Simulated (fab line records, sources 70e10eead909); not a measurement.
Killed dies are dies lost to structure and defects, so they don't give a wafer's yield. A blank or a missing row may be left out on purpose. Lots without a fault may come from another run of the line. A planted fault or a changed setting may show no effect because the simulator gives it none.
fab line records | flow nand_harc | part 1 of 2: steps 1 to 36 of 52
record lots=5 wafers=15 last_day=25
route steps=1159 shown P_ZERO_WELL@31 P_STI@69
lots that met no fault: from a run of the same line without faults
start_h: hours from the record's first day to the start of the lot's first wafer shown | wait_h: hours since the lot's step before | " the same as in the row above | L1.1+2: a row that stands for several wafers | - no value, or no start given | * or withheld: withheld | < > ~ a bound
route shown NAME@n: a module of which the file shows steps, and the number in the route of the first | usual: mean/standard deviation of fault-free wafers | same: alike in all rows | chamber/n: place in a boat | sites: the reading at each site | _std_site: their standard deviation | _edge_site: outer sites' mean less inner sites' | radius_mm: how far each site lies from the wafer's centre | mask NAME#n: copy n | behind: the tool/chamber that last shaped the wafer | hold: why the lot was held/for how many hours/how that ended | device: the transistor (n, p or np) that didn't switch | end of line: the same wafers' tests at the end of the route | a step without rows: its recipe alone | killed: dies lost to structure and defects at the first sort, not the wafer's yield | map: a wafer's dies, x killed, . not, _ none there
set.NAME: the setting as run; set.NAME@STEP: as run at that earlier step | model.NAME: the simulator's own value behind a step, which no gauge read
lots at some steps of the route; a table a step, a row a wafer
services: from which hour (start_h, from the record's first day; less than 0 if before it) a tool's chamber was out of use, for how many hours, and why
## steps
# step NHARC_P_ZERO_WELL_DESCUM_26
# recipe time_s=3 o2_flow_sccm=200 ar_flow_sccm=0 bias_power_w=0 chemistry=O2
# usual drypump_motor_current_A=5.8/0.35 o2_flow_sccm=200.1/0.63 oes_product_au=1.001/0.0068 rf_vpp_V=57.8/0.82 showerhead_plenum_p_Torr=1.92/0.087 throttle_valve_pct=11.311/0.0095
# columns lot.wafer tool chamber start_h wait_h drypump_motor_current_A o2_flow_sccm oes_product_au rf_hours_counter_h rf_vpp_V showerhead_plenum_p_Torr throttle_valve_pct
L081.3 rie_diel-05 1 56.52 - 5.1 200.6 1.004 4 58.8 1.80 11.309
L081.2 " 2 " " 6.1 200.4 0.991 4 56.9 1.92 11.309
L081.5 " 0 " " 5.8 200.2 0.994 - 55.9 1.86 11.299
L086.3 rie_diel-05 3 86.89 - 5.7 199.4 0.983 5 57.5 2.06 11.293
L086.6 " 0 " " 5.8 199.6 0.991 - 56.9 1.85 11.300
L086.5 " 1 " " 5.1 200.7 0.996 - 58.0 1.80 11.310
L089.2 rie_diel-10 2 104.73 - 6.0 200.3 1.005 6 57.8 1.84 11.313
L089.3 " 0 " " 5.8 200.4 1.006 7 58.6 2.01 11.316
L089.6 " 2 " " 6.0 199.4 1.016 - 56.4 1.84 11.317
L091.3 rie_diel-11 1 116.76 - 6.2 200.4 1.005 7 57.1 1.84 11.318
L091.1 " 3 " " 6.1 200.4 1.003 7 59.9 1.98 11.321
L091.5 " 2 " " 5.9 200.4 1.003 - 57.7 2.02 11.314
L096.2 rie_diel-10 1 146.77 - 5.2 200.9 1.016 10 57.9 1.95 11.320
L096.1 " 0 " " 5.8 200.4 1.010 9 57.1 2.01 11.308
L096.6 " 2 " " 6.0 200.6 1.006 - 58.3 1.84 11.311
# step NHARC_P_ZERO_WELL_IMPLANT_27
# recipe energy_kev=600 dose_cm2=1e+13 tilt_deg=7
# columns lot.wafer tool chamber start_h wait_h
L081.2+3+5 implanter-01 0 56.69 0.1
L086.3+5+6 implanter-01 0 87.06 0.2
L089.2+3+6 implanter-01 0 104.93 0.2
L091.1+3+5 implanter-01 0 116.92 0.1
L096.1+2+6 implanter-01 0 146.91 0.1
# step NHARC_P_ZERO_WELL_IMPLANT_57
# recipe energy_kev=250 dose_cm2=4e+12 tilt_deg=7
# columns lot.wafer tool chamber start_h wait_h
L081.2+3+5 implanter-01 0 56.87 0.1
L086.3+5+6 implanter-01 0 87.25 0.2
L089.2+3+6 implanter-01 0 105.12 0.2
L091.1+3+5 implanter-01 0 117.10 0.1
L096.1+2+6 implanter-01 0 147.10 0.2
# step NHARC_P_ZERO_WELL_IMPLANT_58
# recipe energy_kev=100 dose_cm2=2e+12 tilt_deg=7
# columns lot.wafer tool chamber start_h wait_h
L081.2+3+5 implanter-01 0 57.04 0.1
L086.3+5+6 implanter-01 0 87.42 0.1
L089.2+3+6 implanter-01 0 105.30 0.2
L091.1+3+5 implanter-01 0 117.28 0.2
L096.1+2+6 implanter-01 0 147.27 0.1
# step NHARC_P_ZERO_WELL_STRIP_28
# recipe time_s=840 temp_c=130 chemistry=SPM
# usual bath_heat_duty_pct=15.1/1.6
# columns lot.wafer tool chamber start_h wait_h bath_heat_duty_pct
L081.3 wet_bench-05 0 57.24 0.1 13.7
L081.5 " 1 " " 14.4
L081.2 " 2 " " 14.6
L086.3 wet_bench-07 4 87.57 0.1 12.1
L086.6 " 5 " " 15.5
L086.5 " 0 " " 14.8
L089.6 wet_bench-03 0 105.49 0.0 16.2
L089.3 " 1 " " 15.3
L089.2 " 3 " " 12.4
L091.5 wet_bench-07 7 117.50 0.1 13.6
L091.1 " 2 " " 13.9
L091.3 " 3 " " 14.5
L096.1 wet_bench-05 5 147.49 0.2 15.9
L096.6 " 6 " " 12.5
L096.2 " 1 " " 15.4
# step NHARC_P_ZERO_WELL_DEHYDRATE_29
# recipe temp_c=150 time_s=120
# columns lot.wafer tool chamber start_h wait_h
L081.2+3+5 litho_track-02 0 57.56 -
L086.3+5+6 litho_track-03 0 87.91 -
L089.2+3+6 litho_track-05 0 105.81 -
L091.1+3+5 litho_track-03 0 117.83 -
L096.1+2+6 litho_track-02 0 147.82 -
# step NHARC_P_ZERO_WELL_HMDS_30
# recipe time_s=30
# columns lot.wafer tool chamber start_h wait_h
L081.2+3+5 litho_track-02 0 - -
L086.3+5+6 litho_track-03 0 - -
L089.2+3+6 litho_track-05 0 - -
L091.1+3+5 litho_track-03 0 - -
L096.1+2+6 litho_track-02 0 - -
# step NHARC_P_ZERO_WELL_COAT_31
# recipe spin_rpm=withheld
# columns lot.wafer tool chamber start_h wait_h
L081.2+3+5 litho_track-02 0 - -
L086.3+5+6 litho_track-03 0 - -
L089.2+3+6 litho_track-05 0 - -
L091.1+3+5 litho_track-03 0 - -
L096.1+2+6 litho_track-02 0 - -
# step NHARC_P_ZERO_WELL_SOFTBAKE_32
# recipe temp_c=122 time_s=95
# columns lot.wafer tool chamber start_h wait_h
L081.2+3+5 litho_track-02 0 - -
L086.3+5+6 litho_track-03 0 - -
L089.2+3+6 litho_track-05 0 - -
L091.1+3+5 litho_track-03 0 - -
L096.1+2+6 litho_track-02 0 - -
# step NHARC_P_ZERO_WELL_EBR_33
# columns lot.wafer tool chamber start_h wait_h
L081.2+3+5 litho_track-02 0 - -
L086.3+5+6 litho_track-03 0 - -
L089.2+3+6 litho_track-05 0 - -
L091.1+3+5 litho_track-03 0 - -
L096.1+2+6 litho_track-02 0 - -
# step NHARC_P_ZERO_WELL_EXPOSE_34
# recipe na=0.6 target_cd_nm=720 dose_mj=22.31 mask_id=P_PWELL
# columns lot.wafer tool chamber start_h wait_h mask
L081.2+3+5 krf_scanner-02 0 57.72 - P_PWELL#0
L086.3+5+6 krf_scanner-04 0 88.06 - P_PWELL#0
L089.2+3+6 krf_scanner-04 0 105.96 - P_PWELL#0
L091.1+3+5 krf_scanner-01 0 118.09 - P_PWELL#0
L096.1+2+6 krf_scanner-01 0 147.96 - P_PWELL#0
# step NHARC_P_ZERO_WELL_PEB_35
# recipe peb_temp_c=118 peb_time_s=85
# columns lot.wafer tool chamber start_h wait_h
L081.2+3+5 litho_track-05 0 57.78 0.1
L086.3+5+6 litho_track-02 0 88.12 0.1
L089.2+3+6 litho_track-02 0 106.02 0.1
L091.1+3+5 litho_track-02 0 118.16 0.1
L096.1+2+6 litho_track-03 0 148.03 0.1
# step NHARC_P_ZERO_WELL_DEVELOP_36
# recipe time_s=70
# columns lot.wafer tool chamber start_h wait_h
L081.2+3+5 litho_track-05 0 - -
L086.3+5+6 litho_track-02 0 - -
L089.2+3+6 litho_track-02 0 - -
L091.1+3+5 litho_track-02 0 - -
L096.1+2+6 litho_track-03 0 - -
# step NHARC_P_ZERO_WELL_CD_MEAS_37
# recipe target_cd_nm=720 landing_energy_ev=500
# usual cd_nm=720.2/1.2
# columns lot.wafer tool chamber start_h wait_h cd_nm
L081.2 cd_sem-03 0 57.87 - 721.5
L081.3 " 0 " " 720.1
L081.5 " 0 " " 719.4
L086.3 cd_sem-02 0 88.21 - 718.9
L086.5 " 0 " " 718.9
L086.6 " 0 " " 720.6
L089.2 cd_sem-01 0 106.11 - 720.6
L089.3 " 0 " " 719.6
L089.6 " 0 " " 721.6
L091.1 cd_sem-02 0 118.25 - 720.9
L091.3 " 0 " " 720.2
L091.5 " 0 " " 721.0
L096.1 cd_sem-03 0 148.12 - 719.1
L096.2 " 0 " " 720.2
L096.6 " 0 " " 718.6
# step NHARC_P_ZERO_WELL_HARDBAKE_38
# recipe temp_c=125 time_s=80
# columns lot.wafer tool chamber start_h wait_h
L081.2+3+5 litho_track-03 0 57.95 -
L086.3+5+6 litho_track-05 0 88.29 -
L089.2+3+6 litho_track-05 0 106.19 -
L091.1+3+5 litho_track-02 0 118.33 -
L096.1+2+6 litho_track-05 0 148.20 -
# step NHARC_P_ZERO_WELL_DESCUM_39
# recipe time_s=3 o2_flow_sccm=200 ar_flow_sccm=0 bias_power_w=0 chemistry=O2
# usual drypump_motor_current_A=5.8/0.35 o2_flow_sccm=200.0/0.65 oes_product_au=1.001/0.0075 rf_vpp_V=57.8/0.91 showerhead_plenum_p_Torr=1.90/0.084 throttle_valve_pct=11.310/0.009
# columns lot.wafer tool chamber start_h wait_h drypump_motor_current_A o2_flow_sccm oes_product_au rf_hours_counter_h rf_vpp_V showerhead_plenum_p_Torr throttle_valve_pct
L081.2 rie_diel-11 3 58.06 - 6.1 199.7 0.997 2.8 58.8 1.98 11.320
L081.3 " 0 " " 6.1 200.0 1.011 2.4 58.4 1.90 11.308
L081.5 " 2 " " 5.9 200.5 1.003 - 58.7 2.02 11.312
L086.3 rie_diel-11 1 88.40 - 6.3 200.0 1.001 4.5 58.4 1.84 11.303
L086.6 " 2 " " 5.9 199.2 0.997 - 59.2 2.02 11.303
L086.5 " 3 " " 6.0 200.5 1.006 - 59.1 1.98 11.301
L089.3 rie_diel-11 0 106.27 - 6.1 198.3 1.002 5.6 58.3 1.90 11.312
L089.2 " 2 " " 5.8 198.9 1.002 5.6 58.2 2.02 11.303
L089.6 " 0 " " 6.1 200.1 1.011 - 58.9 1.90 11.317
L091.3 rie_diel-11 1 118.44 - 6.2 200.3 0.999 7.1 58.8 1.84 11.314
L091.1 " 2 " " 5.9 200.7 0.998 6.3 58.7 2.02 11.301
L091.5 " 3 " " 6.1 199.9 1.002 - 58.2 1.98 11.311
L096.1 rie_diel-05 0 148.28 - 5.8 200.6 0.997 9.5 56.4 1.85 11.308
L096.2 " 2 " " 6.0 200.6 1.004 10.2 56.9 1.92 11.287
L096.6 " 0 " " 5.8 199.6 0.992 - 57.7 1.85 11.308
# step NHARC_P_ZERO_WELL_IMPLANT_40
# recipe energy_kev=300 dose_cm2=1e+13 tilt_deg=7
# columns lot.wafer tool chamber start_h wait_h
L081.2+3+5 implanter-02 0 58.22 0.1
L086.3+5+6 implanter-01 0 88.57 0.2
L089.2+3+6 implanter-01 0 106.45 0.1
L091.1+3+5 implanter-02 0 118.56 0.1
L096.1+2+6 implanter-02 0 148.43 0.1
# step NHARC_P_ZERO_WELL_IMPLANT_59
# recipe energy_kev=120 dose_cm2=5e+12 tilt_deg=7
# columns lot.wafer tool chamber start_h wait_h
L081.2+3+5 implanter-02 0 58.40 0.2
L086.3+5+6 implanter-01 0 88.75 0.2
L089.2+3+6 implanter-01 0 106.62 0.1
L091.1+3+5 implanter-02 0 118.74 0.1
L096.1+2+6 implanter-02 0 148.61 0.1
# step NHARC_P_ZERO_WELL_IMPLANT_60
# recipe energy_kev=30 dose_cm2=2e+12 tilt_deg=7
# columns lot.wafer tool chamber start_h wait_h
L081.2+3+5 implanter-02 0 58.58 0.2
L086.3+5+6 implanter-01 0 88.93 0.2
L089.2+3+6 implanter-01 0 106.80 0.1
L091.1+3+5 implanter-02 0 118.92 0.1
L096.1+2+6 implanter-02 0 148.79 0.1
# step NHARC_P_ZERO_WELL_STRIP_41
# recipe time_s=840 temp_c=130 chemistry=SPM
# usual bath_heat_duty_pct=15.1/1.6
# columns lot.wafer tool chamber start_h wait_h bath_heat_duty_pct
L081.3 wet_bench-07 0 58.76 0.1 15.0
L081.2 " 3 " " 14.5
L081.5 " 4 " " 12.0
L086.6 wet_bench-07 6 89.10 0.0 13.5
L086.5 " 0 " " 13.8
L086.3 " 1 " " 16.9
L089.6 wet_bench-03 3 107.01 0.1 12.8
L089.2 " 7 " " 15.1
L089.3 " 0 " " 16.0
L091.5 wet_bench-05 3 119.15 0.1 14.1
L091.1 " 5 " " 16.9
L091.3 " 6 " " 13.0
L096.6 wet_bench-05 0 149.01 0.0 14.7
L096.2 " 3 " " 16.5
L096.1 " 5 " " 16.5
# step NHARC_P_ZERO_WELL_DEHYDRATE_44
# recipe temp_c=150 time_s=120
# columns lot.wafer tool chamber start_h wait_h
L081.2+3+5 litho_track-05 0 59.10 -
L086.3+5+6 litho_track-03 0 89.42 -
L089.2+3+6 litho_track-03 0 107.36 -
L091.1+3+5 litho_track-05 0 119.46 -
L096.1+2+6 litho_track-03 0 149.34 -
# step NHARC_P_ZERO_WELL_HMDS_45
# recipe time_s=30
# columns lot.wafer tool chamber start_h wait_h
L081.2+3+5 litho_track-05 0 - -
L086.3+5+6 litho_track-03 0 - -
L089.2+3+6 litho_track-03 0 - -
L091.1+3+5 litho_track-05 0 - -
L096.1+2+6 litho_track-03 0 - -
# step NHARC_P_ZERO_WELL_COAT_46
# recipe spin_rpm=withheld
# columns lot.wafer tool chamber start_h wait_h
L081.2+3+5 litho_track-05 0 - -
L086.3+5+6 litho_track-03 0 - -
L089.2+3+6 litho_track-03 0 - -
L091.1+3+5 litho_track-05 0 - -
L096.1+2+6 litho_track-03 0 - -
# step NHARC_P_ZERO_WELL_SOFTBAKE_47
# recipe temp_c=122 time_s=95
# columns lot.wafer tool chamber start_h wait_h
L081.2+3+5 litho_track-05 0 - -
L086.3+5+6 litho_track-03 0 - -
L089.2+3+6 litho_track-03 0 - -
L091.1+3+5 litho_track-05 0 - -
L096.1+2+6 litho_track-03 0 - -
# step NHARC_P_ZERO_WELL_EBR_48
# columns lot.wafer tool chamber start_h wait_h
L081.2+3+5 litho_track-05 0 - -
L086.3+5+6 litho_track-03 0 - -
L089.2+3+6 litho_track-03 0 - -
L091.1+3+5 litho_track-05 0 - -
L096.1+2+6 litho_track-03 0 - -
# step NHARC_P_ZERO_WELL_EXPOSE_49
# recipe na=0.6 target_cd_nm=2000 dose_mj=22.64 mask_id=P_HVPW
# columns lot.wafer tool chamber start_h wait_h mask
L081.2+3+5 krf_scanner-01 0 59.24 - P_HVPW#0
L086.3+5+6 krf_scanner-01 0 89.57 - P_HVPW#0
L089.2+3+6 krf_scanner-01 0 107.50 - P_HVPW#0
L091.1+3+5 krf_scanner-01 0 119.60 - P_HVPW#0
L096.1+2+6 krf_scanner-04 0 149.61 - P_HVPW#0
# step NHARC_P_ZERO_WELL_PEB_50
# recipe peb_temp_c=118 peb_time_s=85
# columns lot.wafer tool chamber start_h wait_h
L081.2+3+5 litho_track-03 0 59.31 0.1
L086.3+5+6 litho_track-02 0 89.63 0.1
L089.2+3+6 litho_track-03 0 107.57 0.1
L091.1+3+5 litho_track-02 0 119.67 0.1
L096.1+2+6 litho_track-02 0 149.67 0.1
# step NHARC_P_ZERO_WELL_DEVELOP_51
# recipe time_s=70
# columns lot.wafer tool chamber start_h wait_h
L081.2+3+5 litho_track-03 0 - -
L086.3+5+6 litho_track-02 0 - -
L089.2+3+6 litho_track-03 0 - -
L091.1+3+5 litho_track-02 0 - -
L096.1+2+6 litho_track-02 0 - -
# step NHARC_P_ZERO_WELL_CD_MEAS_52
# recipe target_cd_nm=2000 landing_energy_ev=500
# usual cd_nm=1999.9/1.2
# columns lot.wafer tool chamber start_h wait_h cd_nm
L081.2 cd_sem-03 0 59.40 - 2000.0
L081.3 " 0 " " 2000.5
L081.5 " 0 " " 2001.3
L086.3 cd_sem-03 0 89.72 - 2001.5
L086.5 " 0 " " 1999.5
L086.6 " 0 " " 2002.0
L089.2 cd_sem-03 0 107.66 - 2000.8
L089.3 " 0 " " 1999.5
L089.6 " 0 " " 2000.6
L091.1 cd_sem-02 0 119.76 - 1997.3
L091.3 " 0 " " 2000.7
L091.5 " 0 " " 2000.7
L096.1 cd_sem-03 0 149.76 - 2000.7
L096.2 " 0 " " 1999.5
L096.6 " 0 " " 2000.4
# step NHARC_P_ZERO_WELL_HARDBAKE_53
# recipe temp_c=125 time_s=80
# columns lot.wafer tool chamber start_h wait_h
L081.2+3+5 litho_track-02 0 59.48 -
L086.3+5+6 litho_track-05 0 89.80 -
L089.2+3+6 litho_track-02 0 107.74 -
L091.1+3+5 litho_track-05 0 119.84 -
L096.1+2+6 litho_track-03 0 149.86 -
# step NHARC_P_ZERO_WELL_DESCUM_54
# recipe time_s=3 o2_flow_sccm=200 ar_flow_sccm=0 bias_power_w=0 chemistry=O2
# usual drypump_motor_current_A=5.8/0.35 o2_flow_sccm=199.9/0.62 oes_product_au=1.000/0.008 rf_vpp_V=57.7/0.85 showerhead_plenum_p_Torr=1.91/0.089 throttle_valve_pct=11.310/0.0089
# columns lot.wafer tool chamber start_h wait_h drypump_motor_current_A o2_flow_sccm oes_product_au rf_hours_counter_h rf_vpp_V showerhead_plenum_p_Torr throttle_valve_pct
L081.2 rie_diel-10 1 59.56 - 5.2 199.4 1.005 3.0 57.0 1.95 11.317
L081.3 " 0 " " 5.8 198.4 0.990 3.0 58.1 2.01 11.316
L081.5 " 2 " " 6.0 200.9 0.992 - 57.1 1.84 11.302
L086.3 rie_diel-05 3 89.91 - 5.6 200.4 0.995 5.1 58.3 2.06 11.320
L086.6 " 0 " " 5.8 199.7 1.004 - 58.0 1.85 11.306
L086.5 " 1 " " 5.1 198.7 0.996 - 56.7 1.80 11.316
L089.3 rie_diel-11 1 107.82 - 6.2 199.6 1.010 6.0 56.9 1.84 11.326
L089.2 " 2 " " 5.9 200.4 0.998 5.6 58.5 2.02 11.312
L089.6 " 2 " " 5.9 199.9 1.000 - 55.6 2.02 11.313
L091.1 rie_diel-05 0 119.94 - 5.8 199.6 0.991 7.5 57.1 1.85 11.307
L091.3 " 2 " " 6.1 199.6 0.975 8.5 57.2 1.92 11.310
L091.5 " 0 " " 5.8 200.2 0.987 - 56.6 1.85 11.322
L096.2 rie_diel-11 3 149.94 - 6.1 199.8 0.993 9.1 57.2 1.98 11.318
L096.1 " 2 " " 5.9 199.7 1.006 8.2 58.0 2.02 11.321
L096.6 " 3 " " 6.1 200.4 0.999 - 58.9 1.98 11.308
# step NHARC_P_ZERO_WELL_IMPLANT_55
# recipe energy_kev=180 dose_cm2=8e+11 tilt_deg=7
# columns lot.wafer tool chamber start_h wait_h
L081.2+3+5 implanter-01 0 59.73 0.2
L086.3+5+6 implanter-01 0 90.08 0.2
L089.2+3+6 implanter-02 0 108.00 0.2
L091.1+3+5 implanter-01 0 120.07 0.1
L096.1+2+6 implanter-02 0 150.09 0.1
# step NHARC_P_ZERO_WELL_IMPLANT_61
# recipe energy_kev=30 dose_cm2=5e+11 tilt_deg=7
# columns lot.wafer tool chamber start_h wait_h
L081.2+3+5 implanter-01 0 59.91 0.2
L086.3+5+6 implanter-01 0 90.26 0.1
L089.2+3+6 implanter-02 0 108.18 0.2
L091.1+3+5 implanter-01 0 120.25 0.1
L096.1+2+6 implanter-02 0 150.26 0.1
# step NHARC_P_ZERO_WELL_STRIP_56
# recipe time_s=840 temp_c=130 chemistry=SPM
# usual bath_heat_duty_pct=15.0/1.5
# columns lot.wafer tool chamber start_h wait_h bath_heat_duty_pct
L081.5 wet_bench-07 7 60.10 0.1 13.7
L081.3 " 1 " " 16.0
L081.2 " 2 " " 14.0
L086.5 wet_bench-03 5 90.43 0.1 14.8
L086.6 " 6 " " 17.6
L086.3 " 0 " " 16.9
L089.2 wet_bench-05 1 108.36 0.2 14.9
L089.3 " 4 " " 13.4
L089.6 " 6 " " 13.3
L091.3 wet_bench-07 2 120.46 0.1 13.5
L091.1 " 3 " " 14.8
L091.5 " 6 " " 11.5
L096.6 wet_bench-05 7 150.48 0.0 16.9
L096.1 " 0 " " 15.2
L096.2 " 1 " " 15.5
# step NHARC_P_ZERO_WELL_PRECLEAN_68
# recipe time_s=60 temp_c=50 bath_age_min=0 chemistry=SC1
# usual bath_heat_duty_pct=7.2/0.73 nh4oh_flow_mL_min=28.29/0.098
# columns lot.wafer tool chamber start_h wait_h bath_heat_duty_pct nh4oh_flow_mL_min
L081.5 wet_bench-07 7 - - 6.9 28.25
L081.3 " 1 " " 8.2 28.34
L081.2 " 2 " " 6.4 28.34
L086.5 wet_bench-03 5 - - 7.3 28.19
L086.6 " 6 " " 8.2 28.35
L086.3 " 0 " " 7.9 28.27
L089.2 wet_bench-05 1 - - 7.3 28.32
L089.3 " 4 " " 6.8 28.23
L089.6 " 6 " " 6.5 28.33
L091.3 wet_bench-07 2 - - 5.8 28.22
L091.1 " 3 " " 7.0 28.41
L091.5 " 6 " " 6.8 28.20
L096.6 wet_bench-05 7 - - 8.3 28.35
L096.1 " 0 " " 7.4 28.33
L096.2 " 1 " " 7.2 28.32
# step NHARC_P_ZERO_WELL_SRD_69
# columns lot.wafer tool chamber start_h wait_h
L081.5+3+2 wet_bench-07 7,1,2 - -
L086.5+6+3 wet_bench-03 5,6,0 - -
L089.2+3+6 wet_bench-05 1,4,6 - -
L091.3+1+5 wet_bench-07 2,3,6 - -
L096.6+1+2 wet_bench-05 7,0,1 - -
